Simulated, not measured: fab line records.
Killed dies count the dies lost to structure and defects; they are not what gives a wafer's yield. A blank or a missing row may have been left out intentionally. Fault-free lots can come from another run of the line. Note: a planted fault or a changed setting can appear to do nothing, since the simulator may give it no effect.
Matching of chambers + flow n5_finfet + rie_diel-03 running N5_BEOL_M14_VIA_ETCH_16: 4 sister chambers
The step etches SiO2 in C4F8/O2/Ar, target depth 1231.3 nm. 8 wafers are shown with their chamber, then 9 later ones without.

== EACH WAFER AND ITS CHAMBER ==
| wafer  | chamber | rf_vpp_V (V) | drypump_motor_current_A (A) |
|--------|---------|--------------|-----------------------------|
| L075.3 | 0       | 2256         | 5.0                         |
| L075.4 | 0       | 2258         | 5.0                         |
| L077.2 | 2       | 2228         | 5.3                         |
| L081.1 | 1       | 2192         | 5.8                         |
| L081.4 | 2       | 2226         | 5.2                         |
| L091.1 | 1       | 2193         | 5.8                         |
| L091.3 | 3       | 2334         | 4.9                         |
| L091.6 | 3       | 2335         | 4.9                         |

== WAFERS MISSING THEIR CHAMBER ==
| wafer  | rf_vpp_V (V) | drypump_motor_current_A (A) |
|--------|--------------|-----------------------------|
| L089.1 | 2255         | 5.0                         |
| L089.3 | 2334         | 4.9                         |
| L089.5 | 2192         | 5.8                         |
| L092.3 | 2193         | 5.8                         |
| L092.4 | 2333         | 4.8                         |
| L092.5 | 2263         | 5.2                         |
| L096.3 | 2255         | 5.0                         |
| L096.5 | 2191         | 5.8                         |
| L096.6 | 2263         | 5.3                         |

== WHICH CHAMBER EACH ONE RAN IN ==
| wafer  | from the rows above | in truth                   |
|--------|---------------------|----------------------------|
| L089.1 | 0                   | 0                          |
| L089.3 | 3                   | 3                          |
| L089.5 | 1                   | 1                          |
| L092.3 | 1                   | 1                          |
| L092.4 | 3                   | 3                          |
| L092.5 | 0                   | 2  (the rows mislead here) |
| L096.3 | 0                   | 0                          |
| L096.5 | 1                   | 1                          |
| L096.6 | 0                   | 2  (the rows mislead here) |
Correctly placed: 7 of 9. Number that these rows cannot place: 0. Number placed wrongly: 2.
How it was worked out, from the rows above alone: a wafer's distance from a chamber is the root of the sum, over the readings, of the square of ((its reading less the chamber's mean) divided by the reading's scatter). If the next closest chamber is less than 2 further off than the closest, the wafer can't be placed; otherwise it belongs to the closest. Each chamber's mean is taken over the wafers shown for it. How the scatter is found: for the shown wafers, subtract from each reading the mean of its chamber, square and add these, divide the total by (wafers less chambers), then take the root.
